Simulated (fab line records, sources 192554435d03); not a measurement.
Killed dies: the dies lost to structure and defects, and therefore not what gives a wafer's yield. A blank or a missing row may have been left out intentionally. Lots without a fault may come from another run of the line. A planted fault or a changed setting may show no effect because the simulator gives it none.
Chamber matching | flow n5-finfet | rie-diel-01 running N5_BEOL_M1_ETCH_63: 4 sister chambers
The step etches SiARC in CF4, target depth 15.6 nm, time 26 s. 4 wafers are shown with their chamber, then 7 later ones without.

WAFERS WITH THEIR CHAMBER
wafer  | chamber | showerhead-plenum-p-Torr (Torr)
L075.5 | 0       | 2.27
L086.3 | 1       | 2.22
L092.2 | 3       | 2.20
L092.3 | 2       | 2.05

WAFERS WITHOUT THEIR CHAMBER
wafer  | showerhead-plenum-p-Torr (Torr)
L092.4 | 2.26
L094.2 | 2.26
L094.3 | 2.04
L094.5 | 2.26
L097.1 | 2.26
L097.3 | 2.04
L097.5 | 2.26

CHAMBER TAKEN BY EACH
wafer  | from the rows above | in truth
L092.4 | 0                   | 0
L094.2 | 0                   | 0
L094.3 | 2                   | 2
L094.5 | 0                   | 0
L097.1 | 0                   | 0
L097.3 | 2                   | 2
L097.5 | 0                   | 0
Correct placement for 7 of the 7. Not placeable from these rows: 0. Number placed wrongly: 0.
How it was worked out, from the rows above alone: a wafer's distance from a chamber is the root of the sum, over the readings, of the square of ((its reading less the chamber's mean) divided by the reading's scatter). If the next closest chamber is less than 2 further off than the closest, the wafer can't be placed; otherwise it belongs to the closest. The mean given for a chamber averages the wafers shown for that chamber. The scatter (one wafer shown for each chamber): square how far every hidden wafer sits from the nearest shown wafer, average those squares and take the square root.
